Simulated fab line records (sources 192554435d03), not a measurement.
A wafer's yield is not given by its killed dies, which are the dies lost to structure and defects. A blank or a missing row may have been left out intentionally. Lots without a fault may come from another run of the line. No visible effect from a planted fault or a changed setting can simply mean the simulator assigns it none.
fab line records ; flow n5-finfet
[record] lots = 7; wafers = 21
route steps=1938 shown BEOL_M9@1408 BEOL_M10@1470 BEOL_M11@1539 BEOL_M12@1623 BEOL_M13@1659
start-h: start of the lot's first displayed wafer, in hours after the record's first day ; wait-h: how many hours have passed since the lot's step before this one ; " repeats the value in the row above ; L1.1+2: a row that stands for several wafers ; - either no value or no given start ; * or withheld: withheld ; < > ~ a bound
route shown NAME@n: a module of which the file shows steps, and the number in the route of the first ; usual: mean/standard deviation taken from wafers without a fault ; same: alike in all rows ; chamber/n: place in a boat ; sites: readings site by site ; _std_site: standard deviation of those values ; _edge_site: the outer-site mean with the inner-site mean subtracted ; radius-mm: for every site, how far away it sits from the centre of the wafer ; mask NAME#n: copy n ; behind: the most recent tool/chamber to have shaped the wafer ; hold: why the lot was held/for how many hours/how that ended ; device: the n, p or np transistor that did not switch ; end of line: the same wafers' tests at the end of the route ; a step without rows: its recipe alone ; killed: dies that structure and defects cost at the first sort, which is not the same as the wafer's yield ; map: a wafer's dies, marking killed ones x, the rest . and places with no die _
set.NAME: the setting as run; set.NAME@STEP: as run at that earlier step ; model.NAME: the simulator's own value behind a step, which no gauge read
lots whose settings were changed on purpose; a table a step, a row a wafer
[[steps]]
[step N5_BEOL_M9_COAT_05]
[recipe] resist = CAR-ArF; spin-rpm = 1500; resist-thk-nm = 90
lot.wafer;tool;chamber;start-h;wait-h;set.spin-rpm;model.CAR-ArF_of_BEOL_M9_COAT_05.thk-nm
L074.1;litho-track-02;0;-;-;1500;89.6
L074.2;litho-track-02;0;-;-;1500;90
L074.5;litho-track-02;0;-;-;1597;87
L079.1;litho-track-03;0;-;-;1500;90.2
L079.2+5;litho-track-03;0;-;-;1500;90.4
L081.2+5;litho-track-01;0;-;-;1500;90
L081.4;litho-track-01;0;-;-;1500;89.8
L083.4;litho-track-01;0;-;-;1500;90
L083.5+6;litho-track-01;0;-;-;1500;90.2
L095.1+2;litho-track-02;0;-;-;1500;90.2
L095.6;litho-track-02;0;-;-;1500;90
L092.1;litho-track-03;0;-;-;1381;94
L092.4;litho-track-03;0;-;-;1500;90
L092.6;litho-track-03;0;-;-;1381;93.8
L094.2+3;litho-track-01;0;-;-;1500;90
L094.4;litho-track-01;0;-;-;1377;94
[step N5_BEOL_M9_EBR_07]
[recipe] solvent = PGMEA; ebr-width-mm = 1.5
[step N5_BEOL_M9_SOFTBAKE_06]
[recipe] temp-c = 110; time-s = 60; resist = CAR-ArF
[step N5_BEOL_M9_EXPOSE_08]
[recipe] mask-id = M9; na = 1.35; source-shape = dipole; sigma-inner = 0.411; sigma-outer = 0.611; polarization = te; dose-mj = 53.75
[step N5_BEOL_M9_PEB_09]
[recipe] peb-temp-c = withheld; peb-time-s = 60; resist = CAR-ArF
[step N5_BEOL_M9_DEVELOP_10]
[recipe] develop-time-s = 30; developer = TMAH; resist = CAR-ArF; rinse-liquid = diw; dry = air-spin; dev-temp-c = 23
lot.wafer;tool;chamber;start-h;wait-h;set.spin-rpm@BEOL_M9_COAT_05;model.CAR-ArF_of_BEOL_M9_COAT_05.thk-nm
L074.1;litho-track-03;0;-;-;1500;88
L074.2;litho-track-03;0;-;-;1500;88.2
L074.5;litho-track-03;0;-;-;1597;85.4
L079.1;litho-track-01;0;-;-;1500;88.4
L079.2+5;litho-track-01;0;-;-;1500;88.8
L081.2+4;litho-track-03;0;-;-;1500;88.2
L081.5;litho-track-03;0;-;-;1500;88.4
L083.4+5+6;litho-track-03;0;-;-;1500;88.4
L095.1+2;litho-track-03;0;-;-;1500;88.4
L095.6;litho-track-03;0;-;-;1500;88.2
L092.1;litho-track-01;0;-;-;1381;92.4
L092.4;litho-track-01;0;-;-;1500;88.4
L092.6;litho-track-01;0;-;-;1381;92
L094.2+3;litho-track-01;0;-;-;1500;88.2
L094.4;litho-track-01;0;-;-;1377;92.2
[step N5_BEOL_M10_ILD_DEP_00]
[recipe] material = SiCOH_lowk; target-thk-a = 3085.1; temp-c = 300; precursor = DEMS/porogen; pressure-torr = 5; rf-w = 500; time-s = 58
lot.wafer;tool;chamber;start-h;wait-h;set.time-s;model.SiCOH_lowk_of_BEOL_M10_ILD_DEP_00.thk-nm
L074.1;pecvd-01;0;224.49;0.0;58;305.6
L074.2;pecvd-01;1;224.49;0.0;63.27;335
L074.5;pecvd-01;0;224.49;0.0;63.27;338.2
L079.1;pecvd-01;0;253.95;0.0;58;307.6
L079.2;pecvd-01;1;253.95;0.0;63.16;332.2
L079.5;pecvd-01;0;253.95;0.0;63.16;339.4
L081.2;pecvd-01;0;266.70;0.0;55.18;287.8
L081.4;pecvd-01;1;266.70;0.0;58;309.4
L081.5;pecvd-01;0;266.70;0.0;55.18;295.8
L083.4;pecvd-02;0;294.14;0.1;64.3;343.6
L083.5;pecvd-02;2;294.14;0.1;58;310.2
L083.6;pecvd-02;1;294.14;0.1;58;308.8
L095.1;pecvd-02;0;359.71;0.0;58;304.2
L095.2;pecvd-02;2;359.71;0.0;58;305.8
L095.6;pecvd-02;2;359.71;0.0;58;308.8
L094.2;pecvd-02;1;361.71;0.0;52.7;276.2
L094.3;pecvd-02;0;361.71;0.0;58;303.4
L094.4;pecvd-02;2;361.71;0.0;58;311.4
L092.1;pecvd-01;2;362.11;0.0;53.24;282
L092.4;pecvd-01;0;362.11;0.0;58;314.4
L092.6;pecvd-01;1;362.11;0.0;58;312
[step N5_BEOL_M10_CURE_71]
[recipe] temp-c = 385; time-s = 240; ambient = He/Ar; material = SiCOH_lowk
lot.wafer;tool;chamber;start-h;wait-h;set.time-s@BEOL_M10_ILD_DEP_00;model.SiCOH_lowk_of_BEOL_M10_ILD_DEP_00.thk-nm
L074.1;uv-cure-02;1;224.61;0.1;58;265.4
L074.2;uv-cure-02;1;224.61;0.1;63.27;291.4
L074.5;uv-cure-02;1;224.61;0.1;63.27;294.2
L079.1;uv-cure-03;0;254.03;0.0;58;267.2
L079.2;uv-cure-03;0;254.03;0.0;63.16;289
L079.5;uv-cure-03;0;254.03;0.0;63.16;295.4
L081.2;uv-cure-02;0;266.85;0.1;55.18;249.6
L081.4;uv-cure-02;0;266.85;0.1;58;268.8
L081.5;uv-cure-02;0;266.85;0.1;55.18;256.8
L083.4;uv-cure-01;1;294.43;0.3;64.3;299
L083.5;uv-cure-01;1;294.43;0.3;58;269.6
L083.6;uv-cure-01;1;294.43;0.3;58;268.2
L095.1;uv-cure-01;1;359.79;0.0;58;264.2
L095.2;uv-cure-01;1;359.79;0.0;58;265.6
L095.6;uv-cure-01;1;359.79;0.0;58;268.2
L094.2;uv-cure-01;2;361.87;0.1;52.7;239.4
L094.3;uv-cure-01;2;361.87;0.1;58;263.6
L094.4;uv-cure-01;2;361.87;0.1;58;270.6
L092.1;uv-cure-02;2;362.18;0.0;53.24;244.6
L092.4;uv-cure-02;2;362.18;0.0;58;273.2
L092.6;uv-cure-02;2;362.18;0.0;58;271
[step N5_BEOL_M10_THK_MEAS_01]
[recipe] reads = SiCOH_lowk_of_BEOL_M10_ILD_DEP_00
[usual] M10_ILD_THK = 268.1/2.6
lot.wafer;tool;chamber;start-h;wait-h;set.time-s@BEOL_M10_ILD_DEP_00;M10_ILD_THK[nm]
L074.1;film-metro-02;-;225.13;0.4;58;265.6
L074.2;film-metro-02;-;225.13;0.4;63.27;291.6
L074.5;film-metro-02;-;225.13;0.4;63.27;294.2
L079.1;film-metro-02;-;255.02;0.8;58;267.0
L079.2;film-metro-02;-;255.02;0.8;63.16;288.9
L079.5;film-metro-02;-;255.02;0.8;63.16;295.4
L081.2;film-metro-01;-;267.29;0.4;55.18;249.7
L081.4;film-metro-01;-;267.29;0.4;58;268.9
L081.5;film-metro-01;-;267.29;0.4;55.18;256.7
L083.4;film-metro-01;-;294.70;0.2;64.3;299.1
L083.5;film-metro-01;-;294.70;0.2;58;269.5
L083.6;film-metro-01;-;294.70;0.2;58;268.2
L095.1;film-metro-02;-;360.30;0.4;58;264.1
L095.2;film-metro-02;-;360.30;0.4;58;265.7
L095.6;film-metro-02;-;360.30;0.4;58;268.2
L094.2;film-metro-02;-;362.30;0.4;52.7;239.6
L094.3;film-metro-02;-;362.30;0.4;58;263.5
L094.4;film-metro-02;-;362.30;0.4;58;270.8
L092.1;film-metro-01;-;362.70;0.4;53.24;244.3
L092.4;film-metro-01;-;362.70;0.4;58;273.3
L092.6;film-metro-01;-;362.70;0.4;58;271.1
[step N5_BEOL_M10_HM_DEP_02]
[recipe] material = TiN; target-thk-a = 200; temp-c = 25; chamber-pressure-pa = 0.49996
lot.wafer;tool;chamber;start-h;wait-h;set.target-thk-a;model.TiN_of_BEOL_M10_HM_DEP_02.thk-nm
L074.1+5;pvd-sputter-02;-;225.57;0.4;208.6;20.6
L074.2;pvd-sputter-02;-;225.57;0.4;200;19.8
L079.1;pvd-sputter-02;-;256.09;1.0;224.8;22.6
L079.2+5;pvd-sputter-02;-;256.09;1.0;200;20
L081.2+5;pvd-sputter-03;-;269.56;2.2;200;19.8
L081.4;pvd-sputter-03;-;269.56;2.2;200;19.6
L083.4;pvd-sputter-02;-;296.25;1.5;200;20.2
L083.5;pvd-sputter-02;-;296.25;1.5;200;19.8
L083.6;pvd-sputter-02;-;296.25;1.5;221.7;22.4
L095.1;pvd-sputter-01;-;360.44;0.1;200;20
L095.2+6;pvd-sputter-01;-;360.44;0.1;200;19.6
L094.2;pvd-sputter-03;-;362.91;0.6;179.4;17.8
L094.3;pvd-sputter-03;-;362.91;0.6;179.4;17.6
L094.4;pvd-sputter-03;-;362.91;0.6;200;19.8
L092.1;pvd-sputter-03;-;363.33;0.6;200;20
L092.4;pvd-sputter-03;-;363.33;0.6;191.2;18.8
L092.6;pvd-sputter-03;-;363.33;0.6;200;19.8
[step N5_BEOL_M10_COAT_59]
[recipe] resist = SOC; temp-c = 250; time-s = 60; spin-rpm = 1500; resist-thk-nm = 100
[step N5_BEOL_M10_COAT_60]
[recipe] resist = SiARC; temp-c = 220; time-s = 60; spin-rpm = 1500; resist-thk-nm = 30
[step N5_BEOL_M10_STRIP_68]
[recipe] chemistry = N2/H2; temp-c = 40; n2-flow-sccm = 200; h2-flow-sccm = 200; rf-frequency-hz = 6e+07
[step N5_BEOL_M10_STRIP_67]
[recipe] chemistry = CF4; resist = SiARC; power-w = 300; bias-power-w = 75; pressure-mtorr = 50; cf4-flow-sccm = 150; rf-frequency-hz = 6e+07
[step N5_BEOL_M10_HM_OPEN_17]
[recipe] chemistry = Cl2/BCl3; target-depth-a = 200; overetch-a = 60; target = TiN; mask-material = SOC; ion-energy-ev = 150; pressure-mtorr = 10; icp-w = 1000; bias-w = 126; Cl2_flow_sccm = 53.25; bcl3-flow-sccm = 21.75; Ar_flow_sccm = 25
lot.wafer;tool;chamber;start-h;wait-h;set.target-thk-a@BEOL_M10_HM_DEP_02;model.etch.depth-nm
L074.1;rie-metal-01;0;226.31;0.0;208.6;20.7
L074.2;rie-metal-01;1;226.31;0.0;200;19.79
L074.5;rie-metal-01;1;226.31;0.0;208.6;20.57
L079.1;rie-metal-03;1;256.99;0.0;224.8;22.55
L079.2;rie-metal-03;0;256.99;0.0;200;20.04
L079.5;rie-metal-03;0;256.99;0.0;200;20.05
L081.2;rie-metal-02;1;270.60;0.0;200;19.77
L081.4;rie-metal-02;0;270.60;0.0;200;19.67
L081.5;rie-metal-02;0;270.60;0.0;200;19.71
L083.4;rie-metal-03;1;297.61;0.1;200;20.23
L083.5;rie-metal-03;1;297.61;0.1;200;19.86
L083.6;rie-metal-03;1;297.61;0.1;221.7;22.35
L095.1;rie-metal-02;0;361.94;0.0;200;19.94
L095.2;rie-metal-02;0;361.94;0.0;200;19.54
L095.6;rie-metal-02;0;361.94;0.0;200;19.58
L094.2;rie-metal-01;1;364.34;0.1;179.4;17.74
L094.3;rie-metal-01;1;364.34;0.1;179.4;17.6
L094.4;rie-metal-01;1;364.34;0.1;200;19.84
L092.1;rie-metal-03;0;364.95;0.0;200;19.97
L092.4;rie-metal-03;1;364.95;0.0;191.2;18.83
L092.6;rie-metal-03;0;364.95;0.0;200;19.83
[step N5_BEOL_M10_STRIP_19]
[recipe] chemistry = O2; power-w = 400; temp-c = 40; pressure-mtorr = 30; rf-frequency-hz = 6e+07; bias-power-w = 0; overash-fraction = 0.2; o2-flow-sccm = 225
[step N5_BEOL_M10_STRIP_73]
[recipe] chemistry = C4F6/O2; resist = SiARC; rf-frequency-hz = 6e+07
[step N5_BEOL_M10_STRIP_36]
[recipe] chemistry = N2/H2; power-w = 450; temp-c = 40; pressure-mtorr = 20; rf-frequency-hz = 6e+07; overash-fraction = 0.3; bias-power-w = 7; h2-frac = 0.5; n2-flow-sccm = 200; h2-flow-sccm = 200
[step N5_BEOL_M10_TRENCH_ETCH_37]
[recipe] chemistry = C4F6/O2; target-depth-a = 1488.3; target = SiCOH_lowk; time-s = 48; ion-energy-ev = 250; pressure-mtorr = 30; source-w = 345; bias-w = 185; Ar_flow_sccm = 300; C4F6_flow_sccm = 10; O2_flow_sccm = 10
lot.wafer;tool;chamber;start-h;wait-h;set.target-thk-a@BEOL_M10_HM_DEP_02;model.TiN_of_BEOL_M10_HM_DEP_02.thk-nm
L074.1+5;rie-diel-03;2,3;-;-;208.6;16.6
L074.2;rie-diel-03;1;-;-;200;15.6
L079.1;rie-diel-05;0;-;-;224.8;18.4
L079.2;rie-diel-05;1;-;-;200;15.8
L079.5;rie-diel-05;0;-;-;200;16
L081.2+4;rie-diel-01;1,3;-;-;200;15.6
L081.5;rie-diel-01;2;-;-;200;15.8
L083.4;rie-diel-03;0;-;-;200;16.2
L083.5;rie-diel-03;3;-;-;200;15.8
L083.6;rie-diel-03;0;-;-;221.7;18.2
L095.1;rie-diel-03;2;-;-;200;15.8
L095.2+6;rie-diel-03;0,2;-;-;200;15.4
L094.2+3;rie-diel-03;0,3;-;-;179.4;13.6
L094.4;rie-diel-03;2;-;-;200;15.6
L092.1+6;rie-diel-03;2,0;-;-;200;15.8
L092.4;rie-diel-03;1;-;-;191.2;14.8
[step N5_BEOL_M11_PECVD_70]
[recipe] material = SiO2; target-thk-a = 200; temp-c = 400; precursor = TEOS/O2; pressure-torr = 5.5; rf-w = 450; teos-flow-sccm = 53.8; gas = O2; flow-sccm = 3000; time-s = 22.7
lot.wafer;tool;chamber;start-h;wait-h;set.temp-c;model.SiO2_of_BEOL_M11_PECVD_70.thk-nm
L074.1;pecvd-01;1;235.51;0.0;400;20
L074.2;pecvd-01;0;235.51;0.0;400;19.8
L074.5;pecvd-01;0;235.51;0.0;391.3;21.4
L079.1;pecvd-01;1;262.43;0.0;400;19.8
L079.2;pecvd-01;2;262.43;0.0;400;19.6
L079.5;pecvd-01;0;262.43;0.0;385;22
L081.2;pecvd-01;1;277.24;0.0;400;19.6
L081.4;pecvd-01;1;277.24;0.0;400;20.4
L081.5;pecvd-01;0;277.24;0.0;400;20.2
L083.4;pecvd-04;0;303.49;0.1;395.4;20.4
L083.5;pecvd-04;2;303.49;0.1;400;20
L083.6;pecvd-04;1;303.49;0.1;395.4;20.6
L095.1;pecvd-04;0;367.73;0.0;400;19.4
L095.2+6;pecvd-04;1,0;367.73;0.0;400;19.8
L094.2;pecvd-04;2;368.79;0.0;409.9;18
L094.3+4;pecvd-04;0;368.79;0.0;409.9;18.4
L092.1;pecvd-04;0;370.53;0.0;400;19.6
L092.4;pecvd-04;2;370.53;0.0;382.4;22
L092.6;pecvd-04;1;370.53;0.0;382.4;22.2
[step N5_BEOL_M11_HM_DEP_02]
[recipe] material = TiN; target-thk-a = 200; temp-c = 25; chamber-pressure-pa = 0.49996
[step N5_BEOL_M11_COAT_59]
[recipe] resist = SOC; temp-c = 250; time-s = 60; spin-rpm = 1500; resist-thk-nm = 100
[step N5_BEOL_M11_STRIP_77]
[recipe] chemistry = N2/H2; time-s = 10; power-w = 450; temp-c = 40; pressure-mtorr = 20; rf-frequency-hz = 6e+07; bias-power-w = 7; n2-flow-sccm = 200; h2-flow-sccm = 200
[step N5_BEOL_M11_HM_STRIP_39]
[recipe] chemistry = peroxide-tin-strip; material = TiN; target-depth-a = 250; temp-c = 50; time-s = 158
lot.wafer;tool;chamber;start-h;wait-h;set.temp-c@BEOL_M11_PECVD_70;model.SiO2_of_BEOL_M11_PECVD_70.thk-nm
L074.1+2;wet-bench-01;3,6;240.11;0.0;400;19.8
L074.5;wet-bench-01;0;240.11;0.0;391.3;21.2
L079.1;wet-bench-01;1;266.18;0.0;400;19.6
L079.2;wet-bench-01;4;266.18;0.0;400;19.4
L079.5;wet-bench-01;0;266.18;0.0;385;22
L081.2;wet-bench-06;4;280.68;0.0;400;19.6
L081.4;wet-bench-06;0;280.68;0.0;400;20.2
L081.5;wet-bench-06;1;280.68;0.0;400;20
L083.4;wet-bench-01;5;311.83;0.0;395.4;20.2
L083.5;wet-bench-01;3;311.83;0.0;400;19.8
L083.6;wet-bench-01;0;311.83;0.0;395.4;20.4
L095.1;wet-bench-03;7;371.26;0.0;400;19.4
L095.2+6;wet-bench-03;4,3;371.26;0.0;400;19.6
L094.2;wet-bench-01;0;371.54;0.0;409.9;17.8
L094.3+4;wet-bench-01;5,7;371.54;0.0;409.9;18.2
L092.1;wet-bench-03;2;373.45;0.0;400;19.4
L092.4+6;wet-bench-03;4,6;373.45;0.0;382.4;22
[step N5_BEOL_M12_COAT_65]
[recipe] resist = SOC; temp-c = 250; time-s = 60; spin-rpm = 1500; resist-thk-nm = 300
lot.wafer;tool;chamber;start-h;wait-h;set.spin-rpm;model.SOC_of_BEOL_M12_COAT_65.thk-nm
L074.1;litho-track-04;0;244.94;0.0;1440;307.2
L074.2;litho-track-04;0;244.94;0.0;1440;307.6
L074.5;litho-track-04;0;244.94;0.0;1500;300.8
L079.1;litho-track-04;0;271.52;0.0;1666;284.6
L079.2+5;litho-track-04;0;271.52;0.0;1666;285.2
L081.2+4;litho-track-04;0;285.88;0.0;1500;300.6
L081.5;litho-track-04;0;285.88;0.0;1500;301
L083.4;litho-track-01;0;315.96;0.0;1500;300.2
L083.5;litho-track-01;0;315.96;0.0;1578;292.4
L083.6;litho-track-01;0;315.96;0.0;1500;299.8
L095.1+2;litho-track-01;0;375.64;0.0;1500;299.8
L095.6;litho-track-01;0;375.64;0.0;1500;298.2
L094.2+3;litho-track-01;0;376.04;0.0;1550;294.6
L094.4;litho-track-01;0;376.04;0.0;1500;299
L092.1;litho-track-04;0;377.57;0.0;1500;299.8
L092.4;litho-track-04;0;377.57;0.0;1500;298.8
L092.6;litho-track-04;0;377.57;0.0;1418;307
[step N5_BEOL_M13_ILD_DEP_00]
[recipe] material = SiOC; target-thk-a = 8379.2; temp-c = 350; precursor = DEMS/O2; pressure-torr = 5; rf-w = 500; time-s = 166.4
lot.wafer;tool;chamber;start-h;wait-h;set.time-s;model.SiOC_of_BEOL_M13_ILD_DEP_00.thk-nm
L074.1;pecvd-02;0;249.82;0.0;185.8;925
L074.2;pecvd-02;2;249.82;0.0;166.4;837
L074.5;pecvd-02;0;249.82;0.0;185.8;934.8
L079.1;pecvd-04;0;276.05;0.0;166.4;821.6
L079.2;pecvd-04;2;276.05;0.0;182.9;909.4
L079.5;pecvd-04;2;276.05;0.0;182.9;921
L081.2;pecvd-02;1;289.98;0.0;173.4;867.4
L081.4;pecvd-02;0;289.98;0.0;166.4;850.8
L081.5;pecvd-02;1;289.98;0.0;166.4;852.6
L083.4;pecvd-02;2;320.16;0.1;178;911.2
L083.5;pecvd-02;0;320.16;0.1;178;898.4
L083.6;pecvd-02;2;320.16;0.1;166.4;840.2
L095.1;pecvd-02;2;380.01;0.0;166.4;830.2
L095.2;pecvd-02;1;380.01;0.0;166.4;831.6
L095.6;pecvd-02;2;380.01;0.0;166.4;853.8
L094.2;pecvd-02;0;380.24;0.0;166.4;814.6
L094.3;pecvd-02;1;380.24;0.0;166.4;821
L094.4;pecvd-02;1;380.24;0.0;166.4;842
L092.1;pecvd-03;2;382.66;0.0;166.4;830.8
L092.4;pecvd-03;2;382.66;0.0;166.4;851.4
L092.6;pecvd-03;1;382.66;0.0;166.4;852.8
[step N5_BEOL_M13_THK_MEAS_01]
[recipe] reads = SiOC_of_BEOL_M13_ILD_DEP_00
[usual] M13_ILD_THK = 837/10
lot.wafer;tool;chamber;start-h;wait-h;set.time-s@BEOL_M13_ILD_DEP_00;M13_ILD_THK[nm]
L074.1;film-metro-02;-;249.98;0.1;185.8;925
L074.2;film-metro-02;-;249.98;0.1;166.4;838
L074.5;film-metro-02;-;249.98;0.1;185.8;934
L079.1;film-metro-01;-;276.20;0.1;166.4;821
L079.2;film-metro-01;-;276.20;0.1;182.9;909
L079.5;film-metro-01;-;276.20;0.1;182.9;921
L081.2;film-metro-01;-;290.13;0.1;173.4;867
L081.4;film-metro-01;-;290.13;0.1;166.4;851
L081.5;film-metro-01;-;290.13;0.1;166.4;853
L083.4;film-metro-01;-;320.32;0.1;178;912
L083.5;film-metro-01;-;320.32;0.1;178;899
L083.6;film-metro-01;-;320.32;0.1;166.4;841
L095.1;film-metro-01;-;380.16;0.1;166.4;830
L095.2;film-metro-01;-;380.16;0.1;166.4;831
L095.6;film-metro-01;-;380.16;0.1;166.4;853
L094.2;film-metro-01;-;380.39;0.1;166.4;815
L094.3;film-metro-01;-;380.39;0.1;166.4;821
L094.4;film-metro-01;-;380.39;0.1;166.4;841
L092.1;film-metro-02;-;382.82;0.1;166.4;830
L092.4;film-metro-02;-;382.82;0.1;166.4;851
L092.6;film-metro-02;-;382.82;0.1;166.4;853
[[key]]
[split] step = N5_BEOL_M9_COAT_05; setting = spin-rpm; stated = 1500; by = wafer
[response] step = N5_BEOL_M9_COAT_05; reading = model.CAR-ArF_of_BEOL_M9_COAT_05.thk-nm; change = -0.476; per = 1%; r = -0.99
[response] step = N5_BEOL_M9_DEVELOP_10; reading = model.CAR-ArF_of_BEOL_M9_COAT_05.thk-nm; change = -0.467; per = 1%; r = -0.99
[split] step = N5_BEOL_M10_ILD_DEP_00; setting = time-s; stated = 58; by = wafer
[response] step = N5_BEOL_M10_ILD_DEP_00; reading = model.SiCOH_lowk_of_BEOL_M10_ILD_DEP_00.thk-nm; change = +3.37; per = 1%; r = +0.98
[response] step = N5_BEOL_M10_CURE_71; reading = model.SiCOH_lowk_of_BEOL_M10_ILD_DEP_00.thk-nm; change = +2.98; per = 1%; r = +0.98
[response] step = N5_BEOL_M10_THK_MEAS_01; reading = M10_ILD_THK; change = +2.99; per = 1%; r = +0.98
[split] step = N5_BEOL_M10_HM_DEP_02; setting = target-thk-a; stated = 200; by = wafer
[response] step = N5_BEOL_M10_HM_DEP_02; reading = model.TiN_of_BEOL_M10_HM_DEP_02.thk-nm; change = +0.212; per = 1%; r = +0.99
[response] step = N5_BEOL_M10_HM_OPEN_17; reading = model.etch.depth-nm; change = +0.209; per = 1%; r = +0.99
[response] step = N5_BEOL_M10_TRENCH_ETCH_37; reading = model.TiN_of_BEOL_M10_HM_DEP_02.thk-nm; change = +0.203; per = 1%; r = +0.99
[split] step = N5_BEOL_M11_PECVD_70; setting = temp-c; stated = 400; by = wafer
[response] step = N5_BEOL_M11_PECVD_70; reading = model.SiO2_of_BEOL_M11_PECVD_70.thk-nm; change = -0.594; per = 1%; r = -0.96
[response] step = N5_BEOL_M11_HM_STRIP_39; reading = model.SiO2_of_BEOL_M11_PECVD_70.thk-nm; change = -0.619; per = 1%; r = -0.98
[split] step = N5_BEOL_M12_COAT_65; setting = spin-rpm; stated = 1500; by = wafer
[response] step = N5_BEOL_M12_COAT_65; reading = model.SOC_of_BEOL_M12_COAT_65.thk-nm; change = -1.46; per = 1%; r = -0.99
[split] step = N5_BEOL_M13_ILD_DEP_00; setting = time-s; stated = 166.4; by = wafer
[response] step = N5_BEOL_M13_ILD_DEP_00; reading = model.SiOC_of_BEOL_M13_ILD_DEP_00.thk-nm; change = +8.41; per = 1%; r = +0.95
[response] step = N5_BEOL_M13_THK_MEAS_01; reading = M13_ILD_THK; change = +8.39; per = 1%; r = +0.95
